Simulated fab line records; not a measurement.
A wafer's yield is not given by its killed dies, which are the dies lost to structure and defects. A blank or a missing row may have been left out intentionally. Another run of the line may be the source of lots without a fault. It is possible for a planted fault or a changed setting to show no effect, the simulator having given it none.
fab line records ; flow nandHarc
record lots=7; wafers=19; lastDay=24
route steps=1159 shown A_BLC@977 END@1159
lots that met no fault: from a run of the same line without faults
startH: hours from the record's opening day to when the first of the lot's shown wafers began ; waitH: time in hours since the lot's previous step ; " the same as in the row above ; L1.1+2: several wafers, shown together as one row ; - no value, or no start was given ; * or withheld: withheld ; < > ~ a bound
route shown NAME@n: names a module that has steps shown in the file, with the first one's number in the route ; usual: mean and standard deviation over wafers with no fault ; same: alike in all rows ; chamber/n: place in a boat ; sites: readings site by site ; _std_site: how widely they spread, as a standard deviation ; _edge_site: outer sites' mean less inner sites' ; radiusMm: for every site, how far away it sits from the centre of the wafer ; mask NAME#n: copy n ; behind: the most recent tool/chamber to have shaped the wafer ; hold: the reason the lot was held/the length of the hold in hours/how it ended ; device: whichever transistor did not switch (one of n, p or np) ; end of line: the tests these same wafers got at the end of their route ; where a step has no rows: the recipe by itself ; killed: not the wafer's yield, but the dies lost to structure and defects at the first sort ; map: a wafer's dies, marking killed ones x, the rest . and places with no die _
set.NAME: the run value of the setting; set.NAME@STEP: its run value at that earlier step ; model.NAME: the simulator's own value behind a step, which no gauge read
a table for each step, a row for each wafer; lots at some steps of the route
services: when a tool's chamber went out of use (startH, in hours from the record's first day, below 0 if earlier), for how many hours, and the reason
## steps
# step NHARC_A_BLC_DESCUM_15
# recipe timeS=3; o2FlowSccm=200; arFlowSccm=0; biasPowerW=0; chemistry=O2
# usual drypumpMotorCurrentA=5.9/0.5; oesProductAu=0.998/0.01; rfVppV=58.1/0.85; showerheadPlenumPTorr=1.97/0.055; throttleValvePct=11.311/0.0082
lot.wafer;tool;chamber;startH;waitH;drypumpMotorCurrentA;oesProductAu;rfHoursCounterH;rfVppV;showerheadPlenumPTorr;throttleValvePct
L718.3;rieDiel-05;2;396.46;0.1;5.0;1.005;4;58.7;1.92;11.322
L718.4;rieDiel-05;3;396.46;0.1;5.7;0.996;4;57.8;1.97;11.304
L718.1;rieDiel-05;1;396.46;0.1;6.6;0.984;3;58.8;2.04;11.320
L719.4;rieDiel-08;3;405.32;0.1;6.0;0.995;10;59.3;2.02;11.311
L719.3;rieDiel-08;0;405.32;0.1;5.3;0.977;13;59.3;1.96;11.313
L719.2;rieDiel-08;1;405.32;0.1;6.3;0.994;11;58.6;1.97;11.315
L727.4;rieDiel-05;0;444.25;0.1;6.2;0.990;8;57.1;1.98;11.319
L727.3;rieDiel-05;2;444.25;0.1;5.0;1.014;8;57.4;1.92;11.316
L727.6;rieDiel-05;0;444.25;0.1;6.2;1.002;-;56.9;1.98;11.312
L731.2;rieDiel-08;3;462.01;0.1;6.0;0.990;18;58.0;2.02;11.300
L731.1;rieDiel-08;1;462.01;0.1;6.3;1.012;18;57.6;1.97;11.324
L731.4;rieDiel-08;3;462.01;0.1;6.0;0.995;-;58.1;2.02;11.310
L729.6;rieDiel-08;3;475.22;0.1;6.0;1.002;-;59.4;2.02;11.326
L729.4;rieDiel-08;1;475.22;0.1;6.3;1.001;-;58.0;1.97;11.312
L733.4;rieDiel-05;2;475.92;0.1;5.0;1.017;11;57.7;1.92;11.312
L733.5;rieDiel-05;0;475.92;0.1;6.2;0.988;-;58.7;1.98;11.316
L741.4;rieDiel-05;3;535.60;0.1;5.7;1.007;0;58.7;1.96;11.308
L741.2;rieDiel-05;2;535.60;0.1;5.0;1.006;0;58.1;1.92;11.301
L741.6;rieDiel-05;0;535.60;0.1;6.2;0.993;-;56.8;1.98;11.312
# step NHARC_A_BLC_ETCH_16
# recipe targetDepthA=390; overEtchFrac=0.3; timeS=65; ionEnergyEv=80; cf4FlowSccm=150; arFlowSccm=0; rfW=300; biasW=100; chemistry=CF4
# usual drypumpMotorCurrentA=5.9/0.51; oesProductAu=0.997/0.0087; rfVppV=151.8/1; showerheadPlenumPTorr=1.82/0.048; throttleValvePct=13.282/0.0081
lot.wafer;tool;chamber;startH;waitH;drypumpMotorCurrentA;oesProductAu;rfHoursCounterH;rfVppV;showerheadPlenumPTorr;throttleValvePct
L718.3;rieDiel-05;1;396.54;0.1;6.6;0.998;3;153.5;1.88;13.288
L718.1;rieDiel-05;2;396.54;0.1;5.0;1.008;4;150.8;1.78;13.291
L718.4;rieDiel-05;3;396.54;0.1;5.7;0.999;4;151.0;1.81;13.281
L719.4;rieDiel-08;1;405.40;0.1;6.3;1.012;11;151.2;1.82;13.288
L719.2;rieDiel-08;3;405.40;0.1;6.0;0.987;10;152.8;1.86;13.293
L719.3;rieDiel-08;0;405.40;0.1;5.3;0.984;13;151.4;1.81;13.293
L727.3;rieDiel-05;1;444.35;0.1;6.6;0.991;8;152.7;1.87;13.283
L727.4;rieDiel-05;2;444.35;0.1;5.0;1.012;8;150.2;1.78;13.280
L727.6;rieDiel-05;0;444.35;0.1;6.2;0.998;-;153.0;1.83;13.285
L731.1;rieDiel-08;3;462.10;0.1;6.0;0.997;18;152.6;1.86;13.283
L731.2;rieDiel-08;2;462.10;0.1;5.3;0.988;20;151.4;1.82;13.293
L731.4;rieDiel-08;3;462.10;0.1;6.0;0.990;-;153.9;1.86;13.270
L729.6;rieDiel-08;2;475.30;0.1;5.3;0.999;-;152.1;1.82;13.288
L729.4;rieDiel-08;3;475.30;0.1;6.0;0.989;-;152.5;1.86;13.293
L733.4;rieDiel-05;1;476.00;0.1;6.6;0.990;11;152.8;1.87;13.280
L733.5;rieDiel-05;0;476.00;0.1;6.2;0.989;-;153.2;1.83;13.288
L741.2;rieDiel-05;0;535.73;0.1;6.2;0.990;0;152.0;1.82;13.286
L741.4;rieDiel-05;1;535.73;0.1;6.6;0.997;0;152.9;1.87;13.290
L741.6;rieDiel-05;0;535.73;0.1;6.2;0.993;-;152.5;1.82;13.301
# step NHARC_A_BLC_ETCH_17
# recipe targetDepthA=3900; overEtchFrac=0.25; timeS=609.38; ionEnergyEv=200; n2FlowSccm=150; h2FlowSccm=150; arFlowSccm=0; rfW=400; biasW=150; chemistry=N2/H2
# step NHARC_A_BLC_ETCH_18
# recipe targetDepthA=9100; c4f8FlowSccm=20; o2FlowSccm=10; arFlowSccm=withheld; rfW=600; biasW=1500; chemistry=C4F8/O2/Ar
# usual oesProductAu=0.949/0.021; rfVppV=982/3.9
lot.wafer;tool;chamber;startH;waitH;oesProductAu;rfHoursCounterH;rfVppV
L718.3;rieDiel-05;2;-;-;0.973;4;980
L718.4;rieDiel-05;3;-;-;0.951;4;982
L718.1;rieDiel-05;1;-;-;0.960;4;986
L719.3;rieDiel-08;2;-;-;0.925;12;983
L719.2;rieDiel-08;3;-;-;0.919;10;986
L719.4;rieDiel-08;0;-;-;0.923;13;983
L727.3;rieDiel-05;1;-;-;0.968;8;987
L727.4;rieDiel-05;2;-;-;0.991;8;979
L727.6;rieDiel-05;2;-;-;0.998;-;978
L731.2;rieDiel-08;2;-;-;0.923;20;983
L731.1;rieDiel-08;3;-;-;0.954;18;984
L731.4;rieDiel-08;1;-;-;0.926;-;981
L729.4;rieDiel-08;1;-;-;0.933;-;982
L729.6;rieDiel-08;2;-;-;0.923;-;983
L733.4;rieDiel-05;1;-;-;0.963;11;985
L733.5;rieDiel-05;2;-;-;0.983;-;980
L741.4;rieDiel-05;3;-;-;0.961;1;982
L741.2;rieDiel-05;0;-;-;0.938;1;983
L741.6;rieDiel-05;3;-;-;0.958;-;981
# step NHARC_A_BLC_CD_MEAS_19
# usual cdNm=100.1/1.8
lot.wafer;tool;chamber;startH;waitH;cdNm
L718.1;cdSem-03;-;397.43;-;97.2
L718.3;cdSem-03;-;397.43;-;102.7
L718.4;cdSem-03;-;397.43;-;101.2
L719.2;cdSem-01;-;406.28;-;102.0
L719.3;cdSem-01;-;406.28;-;101.6
L719.4;cdSem-01;-;406.28;-;97.1
L727.3;cdSem-03;-;445.25;-;96.7
L727.4;cdSem-03;-;445.25;-;102.0
L727.6;cdSem-03;-;445.25;-;101.6
L731.1;cdSem-01;-;463.14;-;101.4
L731.2;cdSem-01;-;463.14;-;102.1
L731.4;cdSem-01;-;463.14;-;100.6
L729.4;cdSem-02;-;476.33;-;100.3
L729.6;cdSem-02;-;476.33;-;102.6
L733.4;cdSem-01;-;476.89;-;101.2
L733.5;cdSem-01;-;476.89;-;104.1
L741.2;cdSem-03;-;536.62;-;97.7
L741.4;cdSem-03;-;536.62;-;99.7
L741.6;cdSem-03;-;536.62;-;102.1
# step NHARC_A_BLC_STRIP_29
# recipe cf4FlowSccm=150; arFlowSccm=0; biasW=0; chemistry=CF4
# usual drypumpMotorCurrentA=5.9/0.52; oesProductAu=0.999/0.01; rfVppV=59.5/0.95; showerheadPlenumPTorr=1.80/0.061; throttleValvePct=13.284/0.0088
lot.wafer;tool;chamber;startH;waitH;drypumpMotorCurrentA;oesProductAu;rfHoursCounterH;rfVppV;showerheadPlenumPTorr;throttleValvePct
L718.4;rieDiel-05;3;397.50;0.1;5.6;0.991;4;59.6;1.81;13.273
L718.3;rieDiel-05;0;397.50;0.1;6.2;0.990;4;60.4;1.83;13.281
L718.1;rieDiel-05;1;397.50;0.1;6.6;0.992;4;58.4;1.88;13.286
L719.2;rieDiel-08;0;406.37;0.1;5.3;0.994;13;59.5;1.81;13.286
L719.4;rieDiel-08;1;406.37;0.1;6.3;1.016;11;59.0;1.82;13.298
L719.3;rieDiel-08;2;406.37;0.1;5.3;0.999;12;60.2;1.82;13.279
L727.3;rieDiel-08;2;445.34;0.1;5.3;0.994;17;60.1;1.82;13.277
L727.4;rieDiel-08;2;445.34;0.1;5.3;0.991;-;60.0;1.82;13.268
L727.6;rieDiel-08;3;445.34;0.1;6.0;0.987;-;59.3;1.86;13.309
L731.1;rieDiel-05;2;463.22;0.1;5.0;1.016;10;58.2;1.78;13.295
L731.4;rieDiel-05;3;463.22;0.1;5.6;1.002;10;60.4;1.81;13.284
L731.2;rieDiel-05;0;463.22;0.1;6.2;0.996;10;60.5;1.83;13.287
L729.4;rieDiel-08;1;476.44;0.1;6.3;1.004;-;61.0;1.82;13.278
L729.6;rieDiel-08;3;476.44;0.1;6.0;1.000;-;59.1;1.86;13.285
L733.5;rieDiel-08;1;477.03;0.1;6.3;1.011;-;58.9;1.82;13.290
L733.4;rieDiel-08;2;477.03;0.1;5.3;1.009;-;59.5;1.82;13.286
L741.2;rieDiel-08;2;536.82;0.2;5.3;1.010;4;59.5;1.82;13.275
L741.4;rieDiel-08;3;536.82;0.2;6.0;0.996;8;58.5;1.85;13.288
L741.6;rieDiel-08;1;536.82;0.2;6.3;1.007;-;58.8;1.81;13.291
# step NHARC_A_BLC_STRIP_21
# recipe o2FlowSccm=500; arFlowSccm=0; biasW=0; chemistry=O2
# step NHARC_A_BLC_STRIP_22
# recipe timeS=600; tempC=30; chemistry=postEtchResidueRemover
# step NHARC_A_BLC_DEGAS_30
# recipe tempC=300; timeS=60
# usual heaterPowerW=482/55
lot.wafer;tool;chamber;startH;waitH;heaterPowerW
L718.1;pvdSputter-03;-;398.04;-;538
L718.4;pvdSputter-03;-;398.04;-;399
L718.3;pvdSputter-03;-;398.04;-;541
L719.4;pvdSputter-02;-;406.88;-;463
L719.3;pvdSputter-02;-;406.88;-;558
L719.2;pvdSputter-02;-;406.88;-;534
L727.3;pvdSputter-02;-;445.91;-;521
L727.4;pvdSputter-02;-;445.91;-;506
L727.6;pvdSputter-02;-;445.91;-;475
L731.2;pvdSputter-02;-;463.74;-;498
L731.1;pvdSputter-02;-;463.74;-;486
L731.4;pvdSputter-02;-;463.74;-;522
L729.4;pvdSputter-01;-;476.98;-;387
L729.6;pvdSputter-01;-;476.98;-;447
L733.4;pvdSputter-02;-;477.56;-;553
L733.5;pvdSputter-02;-;477.56;-;534
L741.2;pvdSputter-03;-;537.32;-;534
L741.4;pvdSputter-03;-;537.32;-;570
L741.6;pvdSputter-03;-;537.32;-;486
# step NHARC_A_BLC_PRE_CLEAN_31
# recipe timeS=15; biasV=250; gas=Ar
# step NHARC_A_BLC_PVD_32
# recipe targetThkA=50; chamberPressurePa=5; powerW=5000; substrateTempC=200; timeS=17.7; material=Ti
# step NHARC_A_BLC_ALD_23
# recipe targetThkA=30; pulseTimeS=1; aldCycles=150; tempC=450; material=TiN
# step NHARC_A_BLC_CVD_24
# recipe targetThkA=1500; tempC=300; pressureTorr=40; wf6FlowSccm=40; h2FlowSccm=1600; arFlowSccm=1560; timeS=434; material=W
# usual heaterPowerW=426/31; throttleValvePct=8.21/0.26
lot.wafer;tool;chamber;startH;waitH;heaterPowerW;throttleValvePct
L718.1;cvdW-01;1;398.63;-;478;8.33
L718.4;cvdW-01;0;398.63;-;431;7.93
L718.3;cvdW-01;1;398.63;-;464;8.07
L719.2;cvdW-02;1;410.21;-;432;7.71
L719.4;cvdW-02;1;410.21;-;425;7.87
L719.3;cvdW-02;0;410.21;-;387;8.14
L727.3;cvdW-02;0;451.93;-;389;8.28
L727.4;cvdW-02;1;451.93;-;440;7.88
L727.6;cvdW-02;0;451.93;-;374;8.68
L731.1;cvdW-02;1;464.19;-;441;7.83
L731.2;cvdW-02;0;464.19;-;391;8.61
L731.4;cvdW-02;1;464.19;-;435;8.06
L729.4;cvdW-02;1;486.11;-;431;8.14
L729.6;cvdW-02;1;486.11;-;424;8.01
L733.4;cvdW-02;1;486.55;-;422;7.91
L733.5;cvdW-02;1;486.55;-;417;8.07
L741.2;cvdW-01;1;540.45;-;493;8.34
L741.4;cvdW-01;1;540.45;-;505;8.45
L741.6;cvdW-01;1;540.45;-;500;8.63
# step NHARC_A_BLC_CMP_25
# recipe tOverpolishS=30; targetThkNm=150
# usual motorCurrentA=12.2/1.5; overpolishRunS=30.001/0.01; timeToEndpointS=30.8/2.6
# same tOverpolishS=30
lot.wafer;tool;chamber;startH;waitH;motorCurrentA;overpolishRunS;timeToEndpointS
L718.1;cmp-03;3;399.09;0.4;10.0;29.997;35.4
L718.4;cmp-03;0;399.09;0.4;14.4;29.996;32.7
L718.3;cmp-03;1;399.09;0.4;11.8;30.004;28.6
L719.3;cmp-02;0;410.74;0.2;10.9;29.990;30.5
L719.4;cmp-02;1;410.74;0.2;14.2;30.012;32.0
L719.2;cmp-02;2;410.74;0.2;14.2;30.001;29.9
L727.4;cmp-02;3;452.37;0.3;11.1;30.003;26.4
L727.3;cmp-02;0;452.37;0.3;10.4;29.996;28.4
L727.6;cmp-02;1;452.37;0.3;14.1;30.021;30.2
L731.4;cmp-03;3;464.73;0.3;10.4;29.996;16.6
L731.2;cmp-03;1;464.73;0.3;12.0;29.995;29.3
L731.1;cmp-03;2;464.73;0.3;13.0;29.996;14.3
L729.4;cmp-03;0;486.52;0.3;14.4;30.010;18.8
L729.6;cmp-03;0;486.52;0.3;14.0;30.003;16.4
L733.4;cmp-02;1;487.03;0.4;13.5;30.003;16.8
L733.5;cmp-02;3;487.03;0.4;11.6;29.994;11.3
L741.4;cmp-02;0;541.28;0.4;10.6;29.999;34.2
L741.2;cmp-02;1;541.28;0.4;13.6;30.013;33.0
L741.6;cmp-02;0;541.28;0.4;10.8;29.999;31.9
# step NHARC_END_SORT_01
# recipe tempC=25
# usual killedAtArray=27/8; killedAtOther=0.8/1.2; killedAtPeriphery=3.3/2.3; killedDies=31/8.8; killedOpen=3.2/2.1; killedShort=2.1/1.4
# same grossDies=677
lot.wafer;tool;chamber;startH;waitH;killedAtArray;killedAtOther;killedAtPeriphery;killedDies;killedOpen;killedShort
L729.4;prober-01;0;544.96;3.4;42;5;2;49;4;3
L729.6;prober-01;0;546.56;4.0;29;2;5;36;2;1
# killed by level:class
L729.4 A_CHANNEL_HOLE_D1:chamberFilmFlake=18 A_SLIT:chamberFilmFlake=10 A_CONTACT:chamberFilmFlake=5 THIN_TSV:chamberFilmFlake=5 A_M0:geometricParticle:open=2 P_CONTACT:geometricParticle:short=1 A_ONON_D1:geometricParticle:short=1 A_CHANNEL_FILL_D1:geometricParticle:short=1
L729.6 A_CHANNEL_HOLE_D1:chamberFilmFlake=15 A_SLIT:chamberFilmFlake=10 A_CONTACT:chamberFilmFlake=3 P_ZERO_WELL:chamberFilmFlake=2 THIN_TSV:chamberFilmFlake=2 P_GATE:geometricParticle:open=1 P_M0:geometricParticle:open=1 P_M1:geometricParticle:short=1
## services
tool;chamber;startH;hours;kind
rieDiel-08;3;376.76;16.5;repair
cvdW-02;-;378.62;13.0;pm
pvdSputter-02;-;392.00;10.0;pm
rieDiel-08;0;416.34;102.6;repair
cmp-02;-;422.61;4.0;pm
rieDiel-05;2;429.54;1.5;repair
cmp-02;-;432.08;4.9;repair
rieDiel-08;-;435.59;0.2;repair
cmp-03;-;437.01;4.0;repair
pvdSputter-03;-;440.19;3.5;repair
cmp-03;-;451.00;4.0;pm
pvdSputter-03;-;458.00;10.0;pm
cvdW-01;-;474.57;13.0;pm
rieDiel-08;-;478.80;9.0;pm
cvdW-02;-;510.35;0.4;repair
rieDiel-08;2;512.19;16.3;repair
pvdSputter-01;-;514.04;10.0;pm
cmp-02;-;517.14;1.8;repair
rieDiel-05;-;517.60;9.0;pm
cmp-03;-;519.97;0.3;repair
cmp-02;-;520.61;4.0;pm
cvdW-01;0;529.59;1.6;repair
cvdW-01;0;538.30;7.8;repair
rieDiel-08;1;539.70;6.2;repair
## key
firstSign step=NHARC_A_BLC_CMP_25; reading=timeToEndpointS; direction=down; sigmas=5.7; usual=*; struck=*
effect none on later readings
metAt NHARC_A_BLC_CVD_24
struckWafers L729.4,L729.6,L731.1,L731.4,L733.4,L733.5
testerLeftOut L729,L731,L733
onsetBetween 451.93 464.19
fault kind=processParameterDrift; tool=cvdW-02; chamber=1; onsetH=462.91; steps=NHARC_A_BLC_CVD_24; channel=targetThkA; offset=*; shape=step; endH=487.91; actsIn=*; stated=*
# testerLeftOut: of these lots the tester's yield and bins aren't shown, on N5 and GAA mostly nor the transistor test; their killed dies are dies lost to structure and defects alone, not to doping, threshold or leakage, so they don't give the yield
